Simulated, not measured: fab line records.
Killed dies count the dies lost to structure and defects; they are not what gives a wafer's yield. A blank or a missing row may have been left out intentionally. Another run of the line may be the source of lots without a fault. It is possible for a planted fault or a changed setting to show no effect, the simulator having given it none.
fab line records + flow nand-harc
[record]
- lots = 12
- wafers = 36
- last-day = 34
route steps=1302 shown A_STAIRCASE@715 END@1302
lots untouched by any fault: they come from a run of this same line in which no faults occurred
start-h: hours from the record's opening day to when the first of the lot's shown wafers began + wait-h: time in hours since the lot's previous step + " repeats the value in the row above + L1.1+2: several wafers, shown together as one row + - no value present, or no start provided + * or withheld: withheld + < > ~ a bound
route shown NAME@n: a module of which the file shows steps, and the number in the route of the first + usual: the fault-free wafers' mean and standard deviation + same: alike in all rows + chamber/n: place in a boat + sites: the reading at each site + _std_site: their standard deviation + _edge_site: the outer-site mean with the inner-site mean subtracted + radius-mm: how far each site lies from the wafer's centre + mask NAME#n: copy n + behind: the most recent tool/chamber to have shaped the wafer + hold: why the lot went on hold/how many hours it stayed there/how the hold came to an end + device: whichever transistor did not switch (one of n, p or np) + end of line: the route-end tests of the same wafers + step lacking rows: just its recipe + killed: count of dies lost to structure and defects at first sort (not the wafer's yield) + map: a wafer's dies, x killed, . not, _ none there
set.NAME: the setting as run; set.NAME@STEP: as run at that earlier step + model.NAME: the simulator's own value behind a step, which no gauge read
one table for each step of the route and one row for each wafer, over a sample of lots
services: the hour from which a tool's chamber was out of use, counted from the record's first day as start-h (under 0 if before that day), plus the number of hours and why
[[steps]]
[step NHARC_A_STAIRCASE_ETCH_201]
[recipe]
- target-depth-a = 1000
- time-s = 40.5
- ion-energy-ev = 400
- c4f8-flow-sccm = 20
- o2-flow-sccm = 10
- ar-flow-sccm = withheld
- rf-w = 600
- bias-w = 1000
- chemistry = C4F8/O2
[usual]
- oes-product-au = 0.943/0.015
- rf-vpp-V = 896/6
| lot.wafer | tool        | chamber | start-h | wait-h | oes-product-au | rf-hours-counter-h | rf-vpp-V |
|-----------|-------------|---------|---------|--------|----------------|--------------------|----------|
| L363.1    | rie-diel-13 | 1       | -       | -      | 0.953          | 9                  | 889      |
| L363.2    | "           | 3       | "       | "      | 0.937          | 10                 | 902      |
| L363.5    | "           | 2       | "       | "      | 0.968          | -                  | 900      |
| L365.3    | rie-diel-13 | 3       | -       | -      | 0.923          | 14                 | 904      |
| L365.2    | "           | 0       | "       | "      | 0.936          | 17                 | 895      |
| L365.1    | "           | 1       | "       | "      | 0.952          | 15                 | 888      |
| L368.1    | rie-diel-09 | 2       | -       | -      | 0.952          | 32                 | 898      |
| L368.3    | "           | 3       | "       | "      | 0.953          | 32                 | 893      |
| L368.6    | "           | 2       | "       | "      | 0.946          | -                  | 898      |
| L374.1    | rie-diel-13 | 2       | -       | -      | 0.961          | 38                 | 900      |
| L374.5    | "           | 3       | "       | "      | 0.924          | -                  | 904      |
| L374.6    | "           | 0       | "       | "      | 0.946          | -                  | 897      |
| L377.3    | rie-diel-04 | 2       | -       | -      | 0.957          | 46                 | 887      |
| L377.6    | "           | 2       | "       | "      | 0.955          | -                  | 886      |
| L377.5    | "           | 3       | "       | "      | 0.931          | -                  | 890      |
| L376.4    | rie-diel-13 | 0       | -       | -      | 0.961          | 54                 | 895      |
| L376.5    | "           | 3       | "       | "      | 0.912          | -                  | 903      |
| L376.6    | "           | 0       | "       | "      | 0.954          | -                  | 894      |
| L378.2    | rie-diel-09 | 3       | -       | -      | 0.957          | 9                  | 892      |
| L378.3    | "           | 0       | "       | "      | 0.915          | 8                  | 903      |
| L378.4    | "           | 2       | "       | "      | 0.933          | 9                  | 900      |
| L380.3    | rie-diel-09 | 3       | -       | -      | 0.950          | 13                 | 893      |
| L380.6    | "           | 1       | "       | "      | 0.921          | -                  | 891      |
| L380.5    | "           | 2       | "       | "      | 0.928          | -                  | 899      |
| L381.1    | rie-diel-13 | 0       | -       | -      | 0.962          | 9                  | 895      |
| L381.3    | "           | 1       | "       | "      | 0.936          | 10                 | 887      |
| L381.6    | "           | 0       | "       | "      | 0.968          | -                  | 896      |
| L383.3    | rie-diel-13 | 1       | -       | -      | 0.930          | 14                 | 887      |
| L383.2    | "           | 2       | "       | "      | 0.960          | 17                 | 900      |
| L383.5    | "           | 0       | "       | "      | 0.959          | -                  | 896      |
| L384.3    | rie-diel-09 | 1       | -       | -      | 0.934          | 23                 | 891      |
| L384.1    | "           | 2       | "       | "      | 0.905          | 27                 | 900      |
| L384.2    | "           | 0       | "       | "      | 0.936          | 24                 | 904      |
| L385.2    | rie-diel-04 | 3       | -       | -      | 0.940          | 16                 | 889      |
| L385.4    | "           | 1       | "       | "      | 0.941          | 16                 | 893      |
| L385.6    | "           | 3       | "       | "      | 0.946          | -                  | 890      |
[step NHARC_A_STAIRCASE_ETCH_223]
[recipe]
- target-depth-a = 1000
- time-s = 40.5
- ion-energy-ev = 400
- c4f8-flow-sccm = 20
- o2-flow-sccm = 10
- ar-flow-sccm = withheld
- rf-w = 600
- bias-w = 1000
- chemistry = C4F8/O2
[usual]
- oes-product-au = 0.944/0.015
- rf-vpp-V = 896/5.7
| lot.wafer | tool        | chamber | start-h | wait-h | oes-product-au | rf-hours-counter-h | rf-vpp-V |
|-----------|-------------|---------|---------|--------|----------------|--------------------|----------|
| L363.2    | rie-diel-13 | 3       | -       | -      | 0.915          | 11                 | 902      |
| L363.1    | "           | 1       | "       | "      | 0.963          | 10                 | 889      |
| L363.5    | "           | 3       | "       | "      | 0.914          | -                  | 904      |
| L365.1    | rie-diel-09 | 3       | -       | -      | 0.959          | 22                 | 893      |
| L365.2    | "           | 0       | "       | "      | 0.934          | 27                 | 904      |
| L365.3    | "           | 2       | "       | "      | 0.937          | 20                 | 900      |
| L368.3    | rie-diel-04 | 2       | -       | -      | 0.929          | 15                 | 888      |
| L368.1    | "           | 0       | "       | "      | 0.965          | 14                 | 902      |
| L368.6    | "           | 3       | "       | "      | 0.957          | -                  | 890      |
| L374.1    | rie-diel-13 | 2       | -       | -      | 0.947          | 39                 | 900      |
| L374.5    | "           | 1       | "       | "      | 0.946          | -                  | 889      |
| L374.6    | "           | 2       | "       | "      | 0.949          | -                  | 900      |
| L376.4    | rie-diel-04 | 3       | -       | -      | 0.956          | 42                 | 890      |
| L376.6    | "           | 3       | "       | "      | 0.954          | -                  | 890      |
| L376.5    | "           | 0       | "       | "      | 0.966          | -                  | 902      |
| L377.3    | rie-diel-13 | 2       | -       | -      | 0.950          | 47                 | 900      |
| L377.6    | "           | 0       | "       | "      | 0.955          | -                  | 895      |
| L377.5    | "           | 1       | "       | "      | 0.965          | -                  | 889      |
| L378.4    | rie-diel-04 | 0       | -       | -      | 0.975          | 50                 | 902      |
| L378.3    | "           | 1       | "       | "      | 0.936          | 48                 | 894      |
| L378.2    | "           | 2       | "       | "      | 0.945          | 54                 | 887      |
| L380.3    | rie-diel-09 | 3       | -       | -      | 0.978          | 13                 | 892      |
| L380.6    | "           | 3       | "       | "      | 0.975          | -                  | 891      |
| L380.5    | "           | 0       | "       | "      | 0.922          | -                  | 901      |
| L381.3    | rie-diel-09 | 2       | -       | -      | 0.925          | 17                 | 899      |
| L381.1    | "           | 1       | "       | "      | 0.922          | 16                 | 891      |
| L381.6    | "           | 3       | "       | "      | 0.952          | -                  | 892      |
| L383.2    | rie-diel-09 | 2       | -       | -      | 0.940          | 21                 | 899      |
| L383.3    | "           | 3       | "       | "      | 0.977          | 22                 | 892      |
| L383.5    | "           | 3       | "       | "      | 0.976          | -                  | 891      |
| L384.3    | rie-diel-13 | 2       | -       | -      | 0.957          | 21                 | 899      |
| L384.1    | "           | 3       | "       | "      | 0.954          | 23                 | 902      |
| L384.2    | "           | 0       | "       | "      | 0.955          | 19                 | 896      |
| L385.2    | rie-diel-09 | 1       | -       | -      | 0.955          | 27                 | 890      |
| L385.4    | "           | 0       | "       | "      | 0.939          | 28                 | 903      |
| L385.6    | "           | 2       | "       | "      | 0.927          | -                  | 900      |
[step NHARC_A_STAIRCASE_TRIM_229]
[recipe]
- time-s = 211.2
- o2-flow-sccm = 500
- ar-flow-sccm = 0
- bias-w = 0
- chemistry = O2
[usual]
- bias-w = 0/0
- chamber-pressure-mTorr = 60.00/0.064
- drypump-motor-current-A = 5.7/0.33
- oes-product-au = 0.998/0.015
- rf-vpp-V = 57.8/0.83
- showerhead-plenum-p-Torr = 3.51/0.16
- throttle-valve-pct = 17.036/0.0099
| lot.wafer | tool        | chamber | start-h | wait-h | bias-w | chamber-pressure-mTorr | drypump-motor-current-A | oes-product-au | rf-hours-counter-h | rf-vpp-V | showerhead-plenum-p-Torr | throttle-valve-pct |
|-----------|-------------|---------|---------|--------|--------|------------------------|-------------------------|----------------|--------------------|----------|--------------------------|--------------------|
| L363.1    | rie-diel-04 | 1       | 382.92  | 0.1    | 0      | 60.04                  | 5.5                     | 0.994          | 5                  | 58.2     | 3.49                     | 17.022             |
| L363.2    | "           | 2       | "       | "      | 0      | 60.01                  | 5.6                     | 0.995          | 4                  | 57.7     | 3.30                     | 17.052             |
| L363.5    | "           | 3       | "       | "      | 0      | 60.02                  | 6.2                     | 0.987          | -                  | 55.7     | 3.37                     | 17.045             |
| L365.3    | rie-diel-09 | 1       | 390.89  | 0.1    | 0      | 59.96                  | 5.9                     | 1.006          | 18                 | 57.0     | 3.41                     | 17.049             |
| L365.2    | "           | 2       | "       | "      | 0      | 60.04                  | 6.2                     | 1.009          | 20                 | 58.0     | 3.65                     | 17.030             |
| L365.1    | "           | 0       | "       | "      | 0      | 60.00                  | 6.0                     | 0.984          | 27                 | 57.7     | 3.76                     | 17.011             |
| L368.1    | rie-diel-04 | 3       | 425.61  | 0.1    | 0      | 59.85                  | 6.2                     | 0.995          | 14                 | 58.0     | 3.36                     | 17.043             |
| L368.3    | "           | 0       | "       | "      | 0      | 60.02                  | 5.7                     | 1.030          | 14                 | 57.4     | 3.73                     | 17.051             |
| L368.6    | "           | 1       | "       | "      | 0      | 60.01                  | 5.4                     | 0.988          | -                  | 58.9     | 3.48                     | 17.030             |
| L374.1    | rie-diel-04 | 2       | 476.00  | 0.1    | 0      | 59.95                  | 5.6                     | 0.985          | 35                 | 56.9     | 3.29                     | 17.050             |
| L374.5    | "           | 1       | "       | "      | 0      | 59.98                  | 5.4                     | 0.990          | -                  | 58.0     | 3.47                     | 17.049             |
| L374.6    | "           | 2       | "       | "      | 0      | 59.94                  | 5.6                     | 0.987          | -                  | 58.8     | 3.29                     | 17.043             |
| L376.4    | rie-diel-04 | 0       | 506.19  | 0.1    | -      | -                      | -                       | -              | -                  | -        | -                        | -                  |
| L376.6    | "           | 3       | "       | "      | -      | -                      | -                       | -              | -                  | -        | -                        | -                  |
| L376.5    | "           | 0       | "       | "      | -      | -                      | -                       | -              | -                  | -        | -                        | -                  |
| L377.3    | rie-diel-13 | 0       | 506.23  | 0.1    | -      | -                      | -                       | -              | -                  | -        | -                        | -                  |
| L377.6    | "           | 1       | "       | "      | -      | -                      | -                       | -              | -                  | -        | -                        | -                  |
| L377.5    | "           | 2       | "       | "      | -      | -                      | -                       | -              | -                  | -        | -                        | -                  |
| L378.2    | rie-diel-13 | 0       | 529.65  | 0.1    | 0      | 60.06                  | 5.6                     | 1.013          | 0                  | 57.1     | 3.50                     | 17.044             |
| L378.3    | "           | 2       | "       | "      | 0      | 60.03                  | 5.2                     | 1.020          | 1                  | 57.3     | 3.63                     | 17.033             |
| L378.4    | "           | 3       | "       | "      | 0      | 59.99                  | 5.2                     | 1.002          | 1                  | 57.6     | 3.71                     | 17.031             |
| L380.3    | rie-diel-09 | 0       | 542.62  | 0.1    | 0      | 60.03                  | 6.0                     | 0.980          | 13                 | 58.7     | 3.74                     | 17.026             |
| L380.6    | "           | 0       | "       | "      | 0      | 60.05                  | 6.0                     | 0.974          | -                  | 58.8     | 3.74                     | 17.024             |
| L380.5    | "           | 1       | "       | "      | 0      | 59.93                  | 5.9                     | 0.983          | -                  | 57.5     | 3.39                     | 17.034             |
| L381.3    | rie-diel-09 | 3       | 556.15  | 0.1    | 0      | 60.00                  | 5.3                     | 1.021          | 20                 | 57.1     | 3.41                     | 17.039             |
| L381.1    | "           | 0       | "       | "      | 0      | 59.94                  | 6.1                     | 0.979          | 18                 | 58.0     | 3.74                     | 17.026             |
| L381.6    | "           | 3       | "       | "      | 0      | 59.99                  | 5.4                     | 1.020          | -                  | 57.2     | 3.41                     | 17.040             |
| L383.3    | rie-diel-04 | 2       | 570.47  | 0.1    | 0      | 59.97                  | 5.6                     | 0.988          | 6                  | 58.9     | 3.80                     | 17.045             |
| L383.2    | "           | 3       | "       | "      | 0      | 60.05                  | 6.2                     | 1.016          | 7                  | 56.9     | 3.34                     | 17.029             |
| L383.5    | "           | 2       | "       | "      | 0      | 60.15                  | 5.6                     | 0.991          | -                  | 59.4     | 3.80                     | 17.036             |
| L384.1    | rie-diel-13 | 1       | 586.59  | 0.1    | 0      | 60.06                  | 5.8                     | 0.982          | 20                 | 58.4     | 3.30                     | 17.051             |
| L384.2    | "           | 2       | "       | "      | 0      | 60.00                  | 5.2                     | 1.019          | 22                 | 57.8     | 3.62                     | 17.035             |
| L384.3    | "           | 3       | "       | "      | 0      | 59.99                  | 5.2                     | 1.002          | 23                 | 57.5     | 3.70                     | 17.034             |
| L385.2    | rie-diel-09 | 0       | 597.87  | 0.1    | 0      | 59.99                  | 6.0                     | 0.996          | 28                 | 57.8     | 3.73                     | 17.027             |
| L385.4    | "           | 2       | "       | "      | 0      | 60.04                  | 6.2                     | 0.984          | 31                 | 57.1     | 3.61                     | 17.024             |
| L385.6    | "           | 0       | "       | "      | 0      | 59.86                  | 6.0                     | 0.994          | -                  | 57.1     | 3.73                     | 17.041             |
[step NHARC_A_STAIRCASE_ETCH_236]
[recipe]
- target-depth-a = 1000
- time-s = 40.5
- ion-energy-ev = 400
- c4f8-flow-sccm = 20
- o2-flow-sccm = 10
- ar-flow-sccm = withheld
- rf-w = 600
- bias-w = 1000
- chemistry = C4F8/O2
[usual]
- oes-product-au = 0.939/0.016
- rf-vpp-V = 895/5.8
| lot.wafer | tool        | chamber | start-h | wait-h | oes-product-au | rf-hours-counter-h | rf-vpp-V |
|-----------|-------------|---------|---------|--------|----------------|--------------------|----------|
| L363.1    | rie-diel-04 | 1       | -       | -      | 0.926          | 5                  | 895      |
| L363.2    | "           | 2       | "       | "      | 0.935          | 4                  | 889      |
| L363.5    | "           | 0       | "       | "      | 0.954          | -                  | 903      |
| L365.2    | rie-diel-09 | 3       | -       | -      | 0.936          | 23                 | 894      |
| L365.3    | "           | 0       | "       | "      | 0.919          | 27                 | 904      |
| L365.1    | "           | 1       | "       | "      | 0.947          | 19                 | 891      |
| L368.3    | rie-diel-04 | 2       | -       | -      | 0.924          | 16                 | 888      |
| L368.1    | "           | 1       | "       | "      | 0.923          | 13                 | 894      |
| L368.6    | "           | 2       | "       | "      | 0.920          | -                  | 888      |
| L374.1    | rie-diel-04 | 3       | -       | -      | 0.935          | 33                 | 890      |
| L374.5    | "           | 3       | "       | "      | 0.941          | -                  | 892      |
| L374.6    | "           | 0       | "       | "      | 0.956          | -                  | 902      |
| L377.3    | rie-diel-13 | 0       | -       | -      | 0.961          | 56                 | 896      |
| L377.6    | "           | 1       | "       | "      | 0.970          | -                  | 890      |
| L377.5    | "           | 2       | "       | "      | 0.943          | -                  | 900      |
| L376.4    | rie-diel-04 | 0       | -       | -      | 0.953          | 40                 | 903      |
| L376.6    | "           | 1       | "       | "      | 0.949          | -                  | 893      |
| L376.5    | "           | 2       | "       | "      | 0.963          | -                  | 886      |
| L378.4    | rie-diel-13 | 0       | -       | -      | 0.959          | 2                  | 896      |
| L378.2    | "           | 2       | "       | "      | 0.964          | 2                  | 899      |
| L378.3    | "           | 3       | "       | "      | 0.960          | 1                  | 903      |
| L380.3    | rie-diel-09 | 0       | -       | -      | 0.913          | 13                 | 904      |
| L380.5    | "           | 3       | "       | "      | 0.953          | -                  | 891      |
| L380.6    | "           | 0       | "       | "      | 0.916          | -                  | 902      |
| L381.3    | rie-diel-09 | 1       | -       | -      | 0.935          | 17                 | 892      |
| L381.1    | "           | 3       | "       | "      | 0.951          | 20                 | 891      |
| L381.6    | "           | 1       | "       | "      | 0.938          | -                  | 890      |
| L383.3    | rie-diel-04 | 3       | -       | -      | 0.952          | 8                  | 889      |
| L383.2    | "           | 2       | "       | "      | 0.924          | 7                  | 906      |
| L383.5    | "           | 3       | "       | "      | 0.948          | -                  | 889      |
| L384.2    | rie-diel-13 | 0       | -       | -      | 0.956          | 20                 | 895      |
| L384.1    | "           | 1       | "       | "      | 0.923          | 21                 | 888      |
| L384.3    | "           | 2       | "       | "      | 0.949          | 22                 | 900      |
| L385.4    | rie-diel-09 | 3       | -       | -      | 0.965          | 32                 | 892      |
| L385.2    | "           | 2       | "       | "      | 0.921          | 32                 | 899      |
| L385.6    | "           | 3       | "       | "      | 0.962          | -                  | 892      |
[step NHARC_END_SORT_01]
[recipe]
- temp-c = 25
[usual]
- killed-at-array = 54/17
- killed-at-other = 0.7/1
- killed-at-periphery = 3.7/2.9
- killed-dies = 58/16
- killed-open = 3.2/1.9
- killed-short = 2.2/1.5
[same]
- gross-dies = 677
| lot.wafer | tool      | chamber | start-h | wait-h | killed-at-array | killed-at-other | killed-at-periphery | killed-dies | killed-open | killed-short |
|-----------|-----------|---------|---------|--------|-----------------|-----------------|---------------------|-------------|-------------|--------------|
| L377.3    | prober-02 | 0       | 700.18  | 3.1    | 668             | 1               | 8                   | 677         | 2           | 4            |
| L377.5    | prober-02 | 0       | 701.79  | 3.7    | 673             | 1               | 3                   | 677         | 5           | 1            |
| L377.6    | prober-02 | 0       | 702.59  | 4.0    | 669             | 0               | 8                   | 677         | 3           | 1            |
| L376.4    | prober-01 | 0       | 708.59  | 3.3    | 670             | 0               | 7                   | 677         | 5           | 3            |
| L376.5    | prober-01 | 0       | 709.38  | 3.6    | 671             | 0               | 6                   | 677         | 4           | 6            |
| L376.6    | prober-01 | 0       | 710.16  | 3.9    | 672             | 0               | 5                   | 677         | 8           | 2            |
| L378.2    | prober-02 | 0       | 727.56  | 2.8    | 39              | 1               | 2                   | 42          | 1           | 2            |
| L378.3    | prober-02 | 0       | 728.36  | 3.1    | 53              | 0               | 1                   | 54          | 2           | 5            |
| L378.4    | prober-02 | 0       | 729.17  | 3.4    | 50              | 2               | 1                   | 53          | 1           | 4            |
| L380.3    | prober-01 | 0       | 737.67  | 3.1    | 75              | 0               | 2                   | 77          | 4           | 2            |
| L380.5    | prober-01 | 0       | 739.24  | 3.7    | 67              | 0               | 2                   | 69          | 0           | 2            |
| L380.6    | prober-01 | 0       | 740.03  | 3.9    | 83              | 0               | 2                   | 85          | 3           | 1            |
| L381.1    | prober-02 | 0       | 750.52  | 2.5    | 48              | 0               | 7                   | 55          | 1           | 5            |
| L381.3    | prober-02 | 0       | 752.13  | 3.1    | 55              | 0               | 5                   | 60          | 7           | 2            |
| L381.6    | prober-02 | 0       | 754.55  | 4.0    | 25              | 0               | 7                   | 32          | 3           | 0            |
// killed by level:class
L377.3 A_STAIRCASE:area-trim=598 A_CHANNEL_HOLE_D1:chamber-film-flake=29 A_SLIT:chamber-film-flake=28 A_STAIRCASE:chamber-film-flake=5 A_CONTACT:chamber-film-flake=4 P_ZERO_WELL:chamber-film-flake=2 P_BONDPAD:chamber-film-flake=2 P_GATE:geometric-particle:short=1
L377.5 A_STAIRCASE:area-trim=619 A_CHANNEL_HOLE_D1:chamber-film-flake=32 A_SLIT:chamber-film-flake=15 A_STAIRCASE:chamber-film-flake=2 P_GATE:geometric-particle:open=1 P_M0:geometric-particle:open=1 A_DECK1_JOINT:geometric-particle:open=1 A_CHANNEL_FILL_D2:geometric-particle:open=1
L377.6 A_STAIRCASE:area-trim=577 A_SLIT:chamber-film-flake=39 A_CHANNEL_HOLE_D1:chamber-film-flake=37 A_STAIRCASE:chamber-film-flake=6 A_CONTACT:chamber-film-flake=5 P_ZERO_WELL:chamber-film-flake=2 P_M2:chamber-film-flake=2 P_BONDPAD:chamber-film-flake=2
L376.4 A_STAIRCASE:area-trim=637 A_CHANNEL_HOLE_D2:chamber-film-flake=12 A_CONTACT:chamber-film-flake=6 P_GATE:chamber-film-flake=3 A_WL_FILL:geometric-particle:short=2 P_ZERO_WELL:chamber-film-flake=2 A_SLIT:chamber-film-flake=2 A_BONDPAD:chamber-film-flake=2
L376.5 A_STAIRCASE:area-trim=622 A_CHANNEL_HOLE_D2:chamber-film-flake=20 A_CONTACT:chamber-film-flake=8 A_CHANNEL_HOLE_D1:chamber-film-flake=7 P_BONDPAD:chamber-film-flake=3 A_SLIT:chamber-film-flake=3 A_WL_FILL:geometric-particle:short=2 A_WL_FILL:geometric-particle:open=2
L376.6 A_STAIRCASE:area-trim=628 A_CHANNEL_HOLE_D2:chamber-film-flake=12 A_SLIT:chamber-film-flake=6 A_CHANNEL_HOLE_D1:chamber-film-flake=5 A_CONTACT:chamber-film-flake=5 A_STAIRCASE:chamber-film-flake=4 A_CONTACT:geometric-particle:open=2 A_BLC:geometric-particle:open=2
L378.2 A_CHANNEL_HOLE_D1:chamber-film-flake=26 A_SLIT:chamber-film-flake=5 A_WL_FILL:chamber-film-flake=3 P_M0:geometric-particle:short=1 A_ONON_D1:geometric-particle:short=1 A_M0:geometric-particle:open=1 P_BONDPAD:chamber-film-flake=1 A_ZERO_WELL:chamber-film-flake=1
L378.3 A_CHANNEL_HOLE_D1:chamber-film-flake=37 A_STAIRCASE:chamber-film-flake=3 A_SGD_CUT:chamber-film-flake=2 A_CONTACT:chamber-film-flake=2 P_CONTACT:geometric-particle:short=1 A_SOURCE_PLATE:geometric-particle:short=1 A_ONON_D1:geometric-particle:open=1 A_CHANNEL_HOLE_D2:geometric-particle:short=1
L378.4 A_CHANNEL_HOLE_D1:chamber-film-flake=36 A_SLIT:chamber-film-flake=3 A_CONTACT:chamber-film-flake=2 A_BLC:chamber-film-flake=2 THIN_TSV:chamber-film-flake=2 P_M0:geometric-particle:short=1 A_ONON_D1:geometric-particle:short=1 A_CHANNEL_HOLE_D1:geometric-particle:open=1
L380.3 A_CHANNEL_HOLE_D1:chamber-film-flake=28 A_CHANNEL_HOLE_D2:chamber-film-flake=20 A_SLIT:chamber-film-flake=15 A_SGD_CUT:chamber-film-flake=4 A_CHANNEL_FILL_D1:chamber-film-flake=2 P_GATE:geometric-particle:open=1 A_ONON_D1:geometric-particle:open=1 A_DECK1_JOINT:geometric-particle:short=1
L380.5 A_CHANNEL_HOLE_D1:chamber-film-flake=27 A_SLIT:chamber-film-flake=15 A_CHANNEL_HOLE_D2:chamber-film-flake=8 A_SGD_CUT:chamber-film-flake=5 A_CONTACT:chamber-film-flake=4 A_CHANNEL_FILL_D1:chamber-film-flake=2 A_WL_FILL:chamber-film-flake=2 A_CHANNEL_FILL_D1:geometric-particle:short=1
L380.6 A_CHANNEL_HOLE_D1:chamber-film-flake=30 A_SLIT:chamber-film-flake=22 A_CHANNEL_HOLE_D2:chamber-film-flake=16 A_CONTACT:chamber-film-flake=6 A_SGD_CUT:chamber-film-flake=3 A_WL_FILL:chamber-film-flake=3 P_M0:geometric-particle:open=1 P_M2:geometric-particle:open=1
L381.1 A_SLIT:chamber-film-flake=19 A_CHANNEL_HOLE_D1:chamber-film-flake=14 P_M1:chamber-film-flake=5 A_STAIRCASE:chamber-film-flake=4 A_CONTACT:chamber-film-flake=4 A_CHANNEL_HOLE_D2:chamber-film-flake=2 P_CONTACT:geometric-particle:open=1 A_DECK1_JOINT:geometric-particle:short=1
L381.3 A_SLIT:chamber-film-flake=20 A_CHANNEL_HOLE_D1:chamber-film-flake=16 A_CONTACT:chamber-film-flake=5 P_CONTACT:chamber-film-flake=3 A_STAIRCASE:chamber-film-flake=3 A_ONON_D1:geometric-particle:open=2 A_CHANNEL_FILL_D2:chamber-film-flake=2 P_CONTACT:geometric-particle:open=1
L381.6 A_SLIT:chamber-film-flake=14 A_CONTACT:chamber-film-flake=7 P_CONTACT:chamber-film-flake=3 P_GATE:geometric-particle:open=2 P_M1:chamber-film-flake=2 A_CHANNEL_HOLE_D2:chamber-film-flake=2 A_BLC:geometric-particle:open=1 A_CHANNEL_HOLE_D1:chamber-film-flake=1
[[services]]
| tool        | chamber | start-h | hours | kind   |
|-------------|---------|---------|-------|--------|
| rie-diel-09 | 1       | 356.47  | 11.1  | repair |
| rie-diel-04 | -       | 357.14  | 9.0   | pm     |
| rie-diel-09 | 0       | 381.03  | -     | clean  |
| rie-diel-09 | 1       | 381.03  | -     | clean  |
| rie-diel-09 | 2       | 381.03  | -     | clean  |
| rie-diel-09 | 3       | 381.03  | -     | clean  |
| rie-diel-13 | 2       | 384.14  | 13.5  | repair |
| rie-diel-09 | 1       | 399.58  | 2.5   | repair |
| rie-diel-09 | 0       | 405.58  | -     | clean  |
| rie-diel-09 | 1       | 405.58  | -     | clean  |
| rie-diel-09 | 2       | 405.58  | -     | clean  |
| rie-diel-09 | 3       | 405.58  | -     | clean  |
| rie-diel-09 | 0       | 430.12  | -     | clean  |
| rie-diel-09 | 1       | 430.12  | -     | clean  |
| rie-diel-09 | 2       | 430.12  | -     | clean  |
| rie-diel-09 | 3       | 430.12  | -     | clean  |
| rie-diel-09 | 1       | 443.80  | 8.7   | repair |
| rie-diel-09 | 0       | 454.65  | -     | clean  |
| rie-diel-09 | 1       | 454.65  | -     | clean  |
| rie-diel-09 | 2       | 454.65  | -     | clean  |
| rie-diel-09 | -       | 497.14  | 9.0   | pm     |
| rie-diel-13 | -       | 519.23  | 9.0   | pm     |
| rie-diel-04 | -       | 534.14  | 9.0   | pm     |
| rie-diel-13 | 0       | 543.73  | 4.0   | repair |
[[key]]
[first-sign]
- step = NHARC_A_STAIRCASE_TRIM_229
- reading = tool-record
- direction = missing
[effect]
- step = NHARC_END_SORT_01
- reading = killed-dies
- direction = up
- sigmas = 38
- usual = 58
- struck = 677
[more-kills-born-at]
- NHARC_A_STAIRCASE_TRIM_229@rie-diel-04 = 1888
- NHARC_A_STAIRCASE_TRIM_229@rie-diel-13 = 1797
met-at NHARC_A_STAIRCASE_TRIM_229
struck-lots L376,L377
later-rows-left-out L376.4,L376.5,L376.6,L377.3,L377.5,L377.6
tester-left-out L376,L377
not-acting-at NHARC_A_STAIRCASE_ETCH_201,NHARC_A_STAIRCASE_ETCH_223,NHARC_A_STAIRCASE_ETCH_236
onset-between 476.00 506.19
[fault]
- kind = skipped-step-whole
- tool = rie-diel-04,rie-diel-13
- chamber = -
- onset-h = 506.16
- steps = NHARC_A_STAIRCASE_TRIM_229
- scope = struck-lots-only
// tester-left-out: of these lots the tester's yield and bins aren't shown, on N5 and GAA mostly nor the transistor test; their killed dies are dies lost to structure and defects alone, not to doping, threshold or leakage, so they don't give the yield
// later-rows-left-out: the simulator's readings of these wafers behind a module that went badly wrong aren't trusted and aren't shown, but for the sort
